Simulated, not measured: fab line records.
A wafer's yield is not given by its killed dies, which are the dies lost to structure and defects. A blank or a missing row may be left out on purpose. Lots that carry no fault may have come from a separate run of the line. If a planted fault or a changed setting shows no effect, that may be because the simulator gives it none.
Split-lot trial / flow n5-finfet / 7 lots, 21 wafers read, on a route of 1938 steps

THE SPLIT
At N5_BEOL_M9_ETCH_61 (etches SiARC in CF4, target depth 39 nm, time 65 s), the setting source-w was moved away from the recipe's 545 W on 5 of the 21 wafers read, by -12.7% to +10.0%. The other wafers ran this setting at the recipe's value.

Reading taken at the split's own step.

THE READING
rf-vpp-V, in V, at N5_BEOL_M9_ETCH_61 (etches SiARC in CF4, target depth 39 nm, time 65 s). A value of 184.0 V with a standard deviation of 1.1 V is what fault-free wafers of this fab line usually give.

wafer=L074.1; tool, chamber at the split=rie-diel-04, 0; source-w as run, W=545; against the recipe=recipe; rf-vpp-V, V=183.9; against lot-mates on the recipe=-
wafer=L074.2; tool, chamber at the split=rie-diel-04, 3; source-w as run, W=545; against the recipe=recipe; rf-vpp-V, V=183.2; against lot-mates on the recipe=-
wafer=L074.4; tool, chamber at the split=rie-diel-04, 1; source-w as run, W=599.7; against the recipe=+10.0%; rf-vpp-V, V=179.0; against lot-mates on the recipe=-4.6
wafer=L075.2; tool, chamber at the split=rie-diel-02, 0; source-w as run, W=585.5; against the recipe=+7.4%; rf-vpp-V, V=179.7; against lot-mates on the recipe=-4.1
wafer=L075.4; tool, chamber at the split=rie-diel-02, 2; source-w as run, W=545; against the recipe=recipe; rf-vpp-V, V=183.0; against lot-mates on the recipe=-
wafer=L075.6; tool, chamber at the split=rie-diel-02, 1; source-w as run, W=545; against the recipe=recipe; rf-vpp-V, V=184.6; against lot-mates on the recipe=-
wafer=L082.2; tool, chamber at the split=rie-diel-02, 1; source-w as run, W=545; against the recipe=recipe; rf-vpp-V, V=184.9; against lot-mates on the recipe=-
wafer=L082.3; tool, chamber at the split=rie-diel-02, 2; source-w as run, W=545; against the recipe=recipe; rf-vpp-V, V=183.7; against lot-mates on the recipe=-
wafer=L082.4; tool, chamber at the split=rie-diel-02, 3; source-w as run, W=545; against the recipe=recipe; rf-vpp-V, V=183.7; against lot-mates on the recipe=-
wafer=L085.2; tool, chamber at the split=rie-diel-04, 3; source-w as run, W=488.5; against the recipe=-10.4%; rf-vpp-V, V=190.3; against lot-mates on the recipe=+6.2
wafer=L085.4; tool, chamber at the split=rie-diel-04, 1; source-w as run, W=545; against the recipe=recipe; rf-vpp-V, V=184.1; against lot-mates on the recipe=-
wafer=L085.5; tool, chamber at the split=rie-diel-04, 1; source-w as run, W=488.5; against the recipe=-10.4%; rf-vpp-V, V=190.9; against lot-mates on the recipe=+6.8
wafer=L088.2; tool, chamber at the split=rie-diel-02, 0; source-w as run, W=545; against the recipe=recipe; rf-vpp-V, V=184.3; against lot-mates on the recipe=-
wafer=L088.4; tool, chamber at the split=rie-diel-02, 0; source-w as run, W=545; against the recipe=recipe; rf-vpp-V, V=184.0; against lot-mates on the recipe=-
wafer=L088.6; tool, chamber at the split=rie-diel-02, 3; source-w as run, W=545; against the recipe=recipe; rf-vpp-V, V=183.3; against lot-mates on the recipe=-
wafer=L091.1; tool, chamber at the split=rie-diel-02, 0; source-w as run, W=545; against the recipe=recipe; rf-vpp-V, V=184.7; against lot-mates on the recipe=-
wafer=L091.2; tool, chamber at the split=rie-diel-02, 3; source-w as run, W=476; against the recipe=-12.7%; rf-vpp-V, V=192.7; against lot-mates on the recipe=+7.9
wafer=L091.6; tool, chamber at the split=rie-diel-02, 0; source-w as run, W=545; against the recipe=recipe; rf-vpp-V, V=184.9; against lot-mates on the recipe=-
wafer=L097.2; tool, chamber at the split=rie-diel-06, 3; source-w as run, W=545; against the recipe=recipe; rf-vpp-V, V=184.7; against lot-mates on the recipe=-
wafer=L097.4; tool, chamber at the split=rie-diel-06, 3; source-w as run, W=545; against the recipe=recipe; rf-vpp-V, V=185.3; against lot-mates on the recipe=-
wafer=L097.5; tool, chamber at the split=rie-diel-06, 0; source-w as run, W=545; against the recipe=recipe; rf-vpp-V, V=185.5; against lot-mates on the recipe=-

FIT RESULTS
A straight line over all 21 wafers: rf-vpp-V changes by -0.61 V for each +1% of source-w; r = -0.98; the points scatter about the line by 0.72 V.
The same after taking each lot's own level away (the mean of its wafers on the recipe; 21 wafers): -0.581 V for each +1%; r = -0.98; scatter 0.54 V.
The reading moves by 7.4 V for the largest change in source-w, on that fit.
From 183.55 to 185.17 V: that is the span of the lots' own levels, equal to 1.5 times the standard deviation above.
The two slopes agree, so the slope changes little with the lot-to-lot level.
Check: with one of the wafers moved furthest among these (-12.7%) left out of the fit, the line predicts +7.31 V for it against its lot-mates. It came out at +7.9 V against them.
Tool readings at the split's step, against how far the setting was moved: rf-vpp-V r = -0.98.

THE OTHER SPLITS THESE WAFERS WENT THROUGH
Other splits were also applied to these wafers ahead of the reading. Each is held against what the fit with the lots' levels taken away leaves over:
other split on the same wafers=N5_BEOL_M7_COAT_63 spin-rpm; wafers away from the commonest value=10; r with rf-vpp-V (lot level and that fit taken away)=-0.07
other split on the same wafers=N5_BEOL_M8_DESCUM_16 time-s; wafers away from the commonest value=6; r with rf-vpp-V (lot level and that fit taken away)=+0.41
other split on the same wafers=N5_BEOL_M8_ETCH_61 bias-w; wafers away from the commonest value=8; r with rf-vpp-V (lot level and that fit taken away)=-0.14

FILE'S OWN FIT
rf-vpp-V changes by -0.574 V for each +1% of source-w, r = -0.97.
